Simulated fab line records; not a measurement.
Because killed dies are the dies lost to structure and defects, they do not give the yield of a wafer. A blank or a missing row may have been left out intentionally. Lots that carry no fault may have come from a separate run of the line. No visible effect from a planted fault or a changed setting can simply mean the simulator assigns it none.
Which of the tools did it?	flow n5-finfet	8 lots with 24 wafers sampled at 5 steps, on a route of 1938 steps

WHAT THE GAUGES SHOWED, per wafer
N5_BEOL_M4_RC_MEAS_101. Usual: DIBL_N 36.5 mV/V, standard deviation 1.4; DIBL_P 36.9 mV/V, standard deviation 1.7; IOFF_N 0.163 nA/um, standard deviation 0.023; IOFF_N_85C 3.2 nA/um, standard deviation 0.37; IOFF_N_LIN 0.075 nA/um, standard deviation 0.0089; IOFF_N_LONG 5.48e-05 nA/um, standard deviation 2.1e-06; IOFF_P 0.22 nA/um, standard deviation 0.032; IOFF_P_LIN 0.102 nA/um, standard deviation 0.012; IOFF_P_LONG 0.000104 nA/um, standard deviation 8.6e-06; ION_N 673 uA/um, standard deviation 9; ION_P 462 uA/um, standard deviation 7.5; SS_N 71.6 mV/dec, standard deviation 0.54; SS_P 73.4 mV/dec, standard deviation 0.62; VT_N 249.8 mV, standard deviation 2.8; VT_N_LONG 275.4 mV, standard deviation 1.7; VT_N_LVT 98.5 mV, standard deviation 2.6; VT_P -250 mV, standard deviation 3.5; VT_P_LONG -275.5 mV, standard deviation 3; VT_P_LVT -98.8 mV, standard deviation 2.9.
lot	measured	on	DIBL_N (mV/V)	DIBL_P (mV/V)	IOFF_N (nA/um)	IOFF_N_85C (nA/um)	IOFF_N_LIN (nA/um)	IOFF_N_LONG (nA/um)	IOFF_P (nA/um)	IOFF_P_LIN (nA/um)	IOFF_P_LONG (nA/um)	ION_N (uA/um)	ION_P (uA/um)	SS_N (mV/dec)	SS_P (mV/dec)	VT_N (mV)	VT_N_LONG (mV)	VT_N_LVT (mV)	VT_P (mV)	VT_P_LONG (mV)	VT_P_LVT (mV)	flag
L967	day 8 14:34	prober-02	36.8 37.5 38.1	36.5 36.5 37.9	0.161 0.173 0.186	3.1 3.4 3.6	0.076 0.081 0.086	5.87e-05 5.83e-05 5.94e-05	0.26 0.25 0.29	0.122 0.115 0.128	0.00012 0.000112 0.000118	684 680 689	479 475 482	71.6 72.0 71.9	73.5 73.7 73.7	249.2 247.9 245.9	276.9 273.2 274.0	98.9 97.0 97.1	-243 -248 -244	-269.9 -272.3 -271.4	-94.5 -95.4 -93.4	
L971	day 9 05:38	prober-01	35.7 37.9 37.6	35.3 38.6 37.6	0.411 0.182 0.172	6.9 3.5 3.3	0.196 0.083 0.080	0.0001317 5.15e-05 5.25e-05	0.13 0.24 0.22	0.064 0.107 0.102	7.7e-05 0.0001 9.7e-05	731 680 689	444 464 470	71.3 71.5 71.0	73.8 74.6 74.1	222.1 247.2 249.3	245.6 277.7 275.8	71.3 97.7 98.5	-263 -248 -251	-287.0 -274.9 -273.5	-112.1 -99.3 -101.1	OFF
L976	day 11 06:55	prober-02	37.1 36.3 36.3	38.5 37.9 36.7	0.565 0.174 0.494	9.1 3.4 8.2	0.253 0.077 0.225	0.0001427 5.49e-05 0.000139	0.15 0.21 0.14	0.068 0.097 0.065	8.2e-05 0.000101 8.4e-05	749 664 734	443 456 435	71.3 72.3 72.1	74.1 73.2 73.7	214.5 247.0 218.1	242.7 274.8 245.2	64.3 96.6 66.4	-263 -251 -263	-286.9 -277.3 -284.7	-108.5 -99.9 -111.6	OFF
L979	day 11 18:47	prober-02	36.8 38.4 37.9	37.7 39.3 38.4	0.165 0.190 0.181	3.2 3.6 3.5	0.077 0.086 0.083	5.51e-05 5.5e-05 5.64e-05	0.23 0.27 0.25	0.108 0.121 0.111	0.00011 0.000108 0.000106	676 678 676	463 470 468	71.1 71.7 71.4	74.2 73.5 73.5	250.1 249.8 249.2	275.5 277.9 275.5	96.8 96.2 96.6	-249 -246 -249	-273.2 -276.5 -274.0	-95.2 -93.2 -95.2	
L981	day 12 08:54	prober-02	38.2 35.8 35.6	39.0 36.5 35.4	0.202 0.160 0.148	3.8 3.1 2.9	0.090 0.073 0.070	5.56e-05 5.55e-05 5.7e-05	0.26 0.21 0.19	0.118 0.103 0.094	0.000113 0.000108 0.000108	680 660 676	470 454 460	71.1 71.4 71.3	73.4 72.9 73.3	245.6 248.4 250.4	277.3 277.0 273.9	94.1 98.4 98.7	-246 -249 -252	-274.4 -273.8 -274.0	-95.5 -97.0 -99.0	
L982	day 12 12:41	prober-02	36.8 36.8 37.8	38.5 38.7 40.1	0.174 0.182 0.198	3.3 3.5 3.7	0.081 0.085 0.091	5.41e-05 5.21e-05 5.27e-05	0.21 0.24 0.25	0.098 0.107 0.114	9.8e-05 0.0001 0.0001	686 684 688	462 470 467	71.9 71.7 72.4	73.5 73.6 73.6	247.8 248.8 244.6	274.7 279.0 278.9	97.8 96.6 95.5	-251 -248 -246	-278.5 -278.3 -278.2	-98.9 -97.0 -96.4	
L987	day 13 21:52	prober-02	37.4 35.0 37.4	36.8 33.4 36.2	0.154 0.117 0.156	3.1 2.4 3.1	0.071 0.056 0.070	5.35e-05 5.44e-05 5.33e-05	0.21 0.16 0.20	0.101 0.084 0.098	0.000106 0.000108 0.000102	669 668 664	464 456 455	71.8 71.4 71.9	73.0 72.8 73.4	251.2 254.7 252.8	275.3 274.8 276.1	98.9 103.3 100.1	-249 -253 -249	-276.4 -277.2 -274.1	-98.7 -102.9 -99.1	
L988	day 13 15:49	prober-02	37.3 38.3 37.7	36.0 37.0 35.6	0.184 0.213 0.183	3.5 4.0 3.5	0.084 0.089 0.082	5.79e-05 5.74e-05 5.86e-05	0.25 0.29 0.25	0.116 0.127 0.118	0.000119 0.00012 0.000121	675 673 673	464 460 462	71.8 71.7 72.7	73.7 74.9 74.1	246.7 245.4 249.9	272.7 275.2 272.6	96.9 94.9 97.1	-246 -246 -247	-272.1 -272.3 -272.5	-94.7 -93.7 -94.8	

EACH LOT AND THE TOOL THAT RAN IT (in order: tool; ch and the chambers of the sampled wafers; start)
lot	N5_HKMG_FIN_STRIP_34	N5_HKMG_FIN_ALD_91	N5_HKMG_FIN_STRIP_88	N5_HKMG_FIN_STRIP_69
L967	rie-diel-05 ch 0,1,3, day 4 15:46	ald-metal-03 ch 0,2,3, day 4 16:28	plasma-asher-02 ch 0,1, day 4 17:04	plasma-asher-02 ch 0,1, day 4 18:15
L971	rie-diel-05 ch 1,2,3, day 5 12:44	ald-metal-03 ch 0,1,2, day 5 13:28	plasma-asher-02 ch 0,1, day 5 14:03	plasma-asher-02 ch 0,1, day 5 15:14
L976	rie-diel-03 ch 0,3, day 6 22:45	ald-metal-03 ch 1,3, day 6 23:27	plasma-asher-02 ch 0,1, day 7 00:03	plasma-asher-01 ch 0,1, day 7 01:14
L979	rie-diel-03 ch 1,2, day 7 15:16	ald-metal-01 ch 1,2,3, day 7 15:58	plasma-asher-01 ch 0, day 7 16:35	plasma-asher-01 ch 0, day 7 17:46
L981	rie-diel-04 ch 1,3, day 8 02:52	ald-metal-01 ch 1,2,3, day 8 03:34	plasma-asher-01 ch 0,1, day 8 04:17	plasma-asher-01 ch 0,1, day 8 05:28
L982	rie-diel-05 ch 2,3, day 8 11:05	ald-metal-01 ch 0,1, day 8 11:52	plasma-asher-01 ch 0, day 8 12:27	plasma-asher-01 ch 1, day 8 13:39
L987	rie-diel-05 ch 1,2, day 9 16:43	ald-metal-02 ch 0,1,2, day 9 17:25	plasma-asher-02 ch 1, day 9 18:02	plasma-asher-02 ch 0,1, day 9 19:13
L988	rie-diel-04 ch 0,1,3, day 9 20:08	ald-metal-02 ch 2,3, day 9 20:50	plasma-asher-02 ch 0,1, day 9 21:26	plasma-asher-01 ch 0,1, day 9 22:38
- N5_HKMG_FIN_STRIP_34: strips in CF4.
- N5_HKMG_FIN_ALD_91: deposits TiN, target thk 1 nm, pulse time 1 s, purge time 3 s.
- N5_HKMG_FIN_STRIP_88: strips in N2/H2, time 360 s.
- N5_HKMG_FIN_STRIP_69: strips in N2/H2, time 360 s.

AS READ BY THE TOOLS THEMSELVES (means over the sampled wafers that have a number; for cases with no such wafer, the mark the record gives instead)
N5_HKMG_FIN_STRIP_34. Usual: drypump-motor-current-A 6.0 A, standard deviation 0.37; oes-product-au 0.77 a.u., standard deviation 0.084; rf-fwd-power-W 294.4 W, standard deviation 1.8; rf-vpp-V 271.1 V, standard deviation 1.3; showerhead-plenum-p-Torr 1.79 Torr, standard deviation 0.047; throttle-valve-pct 13.7 %, standard deviation 0.32.
lot	tool	drypump-motor-current-A (A)	oes-product-au (a.u.)	rf-fwd-power-W (W)	rf-vpp-V (V)	showerhead-plenum-p-Torr (Torr)	throttle-valve-pct (%)	flag
L967	rie-diel-05	6.1	0.77	292.7	270.9	1.79	13.7	
L971	rie-diel-05	6.3	0.75	294.6	271.2	1.79	13.7	
L976	rie-diel-03	6.1	0.83	293.9	271.1	1.82	13.5	
L979	rie-diel-03	5.8	0.77	294.5	271.6	1.82	14.0	
L981	rie-diel-04	6.2	0.68	296.6	269.1	1.73	14.0	
L982	rie-diel-05	6.2	0.74	293.0	271.5	1.82	13.8	
L987	rie-diel-05	6.3	0.83	294.7	270.1	1.75	13.4	
L988	rie-diel-04	5.9	0.86	294.6	272.5	1.84	13.5	

N5_HKMG_FIN_ALD_91. Usual: heater-power-outer-w 565 W, standard deviation 62; heater-power-w 904 W, standard deviation 77; precursor-pulse-height-rel 1.000, standard deviation 0.018.
lot	tool	heater-power-outer-w (W)	heater-power-w (W)	precursor-pulse-height-rel	flag
L967	ald-metal-03	501	822	1.018	
L971	ald-metal-03	533	892	1.005	
L976	ald-metal-03	591	969	1.004	
L979	ald-metal-01	626	955	0.988	
L981	ald-metal-01	629	965	0.999	
L982	ald-metal-01	632	970	0.996	
L987	ald-metal-02	526	851	0.997	
L988	ald-metal-02	525	854	1.003	

N5_HKMG_FIN_STRIP_88. Usual: drypump-motor-current-A 5.57 A, standard deviation 0.18; heater-power-w 488 W, standard deviation 42.
lot	tool	drypump-motor-current-A (A)	heater-power-w (W)	flag
L967	plasma-asher-02	5.49	479	
L971	plasma-asher-02	5.63	475	
L976	plasma-asher-02	5.62	467	
L979	plasma-asher-01	5.39	440	
L981	plasma-asher-01	5.51	485	
L982	plasma-asher-01	5.39	450	
L987	plasma-asher-02	5.75	475	
L988	plasma-asher-02	5.50	471	

N5_HKMG_FIN_STRIP_69. Usual: drypump-motor-current-A 5.57 A, standard deviation 0.18; heater-power-w 489 W, standard deviation 43.
lot	tool	drypump-motor-current-A (A)	heater-power-w (W)	flag
L967	plasma-asher-02	5.61	471	
L971	plasma-asher-02	5.61	479	
L976	plasma-asher-01	5.63	517	
L979	plasma-asher-01	5.43	445	
L981	plasma-asher-01	5.52	482	
L982	plasma-asher-01	5.74	541	
L987	plasma-asher-02	5.49	477	
L988	plasma-asher-01	5.64	512	

THE ANSWER, worked out from the rows above alone
Rule: lot off if the mean of its wafers having a number is beyond 3 standard deviations from the usual mean. A lot without any number at a reading at which 4 lots or more have one is off too. Any other lot the step has rows for is counted as sound. Order of review: gauges by route order, followed by the tools' own readings, for which a lot's mean as printed above is used. The first step at which some lot is off is used, and at that step the reading that is off furthest; a lot without a number counts as furthest.
Off: L971, L976, at N5_BEOL_M4_RC_MEAS_101 (IOFF_N_LONG).
A tool fits if, at a process step before that reading, it ran every lot that is off, and no sound lot after the first of them. The gauges at N5_BEOL_M4_RC_MEAS_101 are tried like those tools. One fits: N5_HKMG_FIN_ALD_91 on ald-metal-03. Its last sound lot is L967 (day 4 16:28), its first lot that is off L971 (day 5 13:28): a fault that began between those two fits.

WHAT THE SIMULATOR PUT IN
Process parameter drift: ald-metal-03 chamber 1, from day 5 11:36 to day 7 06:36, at N5_HKMG_FIN_ALD_91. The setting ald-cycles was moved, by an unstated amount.
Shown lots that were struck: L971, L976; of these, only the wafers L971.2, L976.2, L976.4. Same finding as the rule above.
